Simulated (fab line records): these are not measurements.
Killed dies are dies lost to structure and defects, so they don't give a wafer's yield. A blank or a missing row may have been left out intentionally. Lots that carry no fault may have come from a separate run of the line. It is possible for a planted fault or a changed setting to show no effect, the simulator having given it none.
Which tool was responsible? -- flow n5_finfet -- Sampling: 24 lots, 72 wafers, 2 of 1938 route steps

## WHAT THE GAUGES READ, wafer by wafer
N5_DUMMY_GATE_CD_MEAS_50: target cd 14 nm.
lot,measured,on,cd_nm (nm)
L074,day 2 23:28,cd_sem-01,13.6 14.0 14.3
L075,day 3 07:14,cd_sem-02,14.9 13.2 13.9
L076,day 3 19:31,cd_sem-02,13.8 13.9 13.3
L077,day 3 23:48,cd_sem-02,13.7 12.8 13.0
L078,day 4 03:29,cd_sem-02,14.2 13.7 13.3
L079,day 4 06:41,cd_sem-02,13.8 13.6 13.6
L080,day 4 11:16,cd_sem-01,14.2 13.3 14.2
L081,day 4 17:04,cd_sem-03,13.9 14.2 13.7
L082,day 4 21:54,cd_sem-02,13.6 13.7 13.8
L083,day 5 07:08,cd_sem-02,13.0 14.3 13.0
L084,day 5 13:32,cd_sem-02,13.2 13.7 13.4
L085,day 5 19:14,cd_sem-02,13.6 13.8 13.3
L086,day 6 00:38,cd_sem-02,12.9 14.4 13.9
L087,day 6 04:24,cd_sem-03,14.2 13.7 14.2
L088,day 6 11:50,cd_sem-03,14.1 14.4 14.8
L089,day 6 17:10,cd_sem-03,12.8 13.5 13.0
L090,day 6 23:41,cd_sem-03,13.7 14.0 14.3
L091,day 7 05:11,cd_sem-03,14.4 13.3 13.2
L092,day 7 12:27,cd_sem-02,13.2 13.8 14.0
L093,day 7 16:26,cd_sem-01,14.5 14.0 14.3
L094,day 8 01:35,cd_sem-01,13.1 13.8 13.2
L095,day 8 04:35,cd_sem-03,14.8 13.4 13.8
L096,day 8 11:47,cd_sem-03,13.6 13.7 13.9
L097,day 8 19:31,cd_sem-03,14.1 14.3 13.5

N5_SD_EPI_N_INSPECT_11: inspects for defects (macro).
lot,measured,on,raw_defect_count
L074,day 3 01:20,defect_inspect-02,4 1 3
L075,day 3 09:11,defect_inspect-02,3 3 3
L076,day 3 21:21,defect_inspect-02,2 1 3
L077,day 4 01:32,defect_inspect-01,2 1 1
L078,day 4 05:12,defect_inspect-02,1 1 2
L079,day 4 08:35,defect_inspect-01,0 0 2
L080,day 4 14:26,defect_inspect-01,1 2 0
L081,day 4 19:49,defect_inspect-01,1 2 1
L082,day 4 23:37,defect_inspect-01,0 1 3
L083,day 5 08:59,defect_inspect-02,1 5 4
L084,day 5 15:22,defect_inspect-02,2 3 4
L085,day 5 21:23,defect_inspect-01,1 2 1
L086,day 6 03:37,defect_inspect-02,2 2 0
L087,day 6 06:34,defect_inspect-02,1 1 2
L088,day 6 13:43,defect_inspect-02,0 0 1
L089,day 6 19:10,defect_inspect-01,1 4 4
L090,day 7 01:38,defect_inspect-02,2 2 5
L091,day 7 07:02,defect_inspect-01,0 1 2
L092,day 7 14:18,defect_inspect-01,2 3 1
L093,day 7 18:18,defect_inspect-01,1 2 0
L094,day 8 03:28,defect_inspect-01,1 1 1
L095,day 8 06:26,defect_inspect-02,2 2 2
L096,day 8 14:34,defect_inspect-01,3 1 0
L097,day 8 21:26,defect_inspect-02,0 3 2

## WHICH TOOL RAN EACH LOT (tool, then ch and the chambers of the sampled wafers, then the start)
There is no process step in the record ahead of these readings.

## WHAT THE TOOLS THEMSELVES READ (means of the sampled wafers that have a number; where no wafer has one, the mark that the record gives instead)
The record holds no such reading with a usual standard deviation.

## THE ANSWER, worked out from the rows above alone
Rule: what is usual is taken from the lots themselves. Put in order of their means at a reading, lots are off if they are a third of the lots or fewer, leave a main group of 4 or more, and stand apart from it by a gap of 3 or more times the standard deviation of the main group's means; of several such gaps the widest counts. Not used: any main group whose means are identical at the precision the tables above print for the reading. Also off: a lot with no number at a reading for which 4 or more lots have one. Where the step has rows for the other lots, those lots are counted as sound. The gauges are gone through in route order, then the tools' own readings, and for those a lot's mean is taken as printed above. At the first step where some lot is off, the reading lying furthest off is the one used; lots without a number count as furthest.
No lot is off at any reading shown: from this, nothing can be told.

## WHAT THE SIMULATOR PUT IN
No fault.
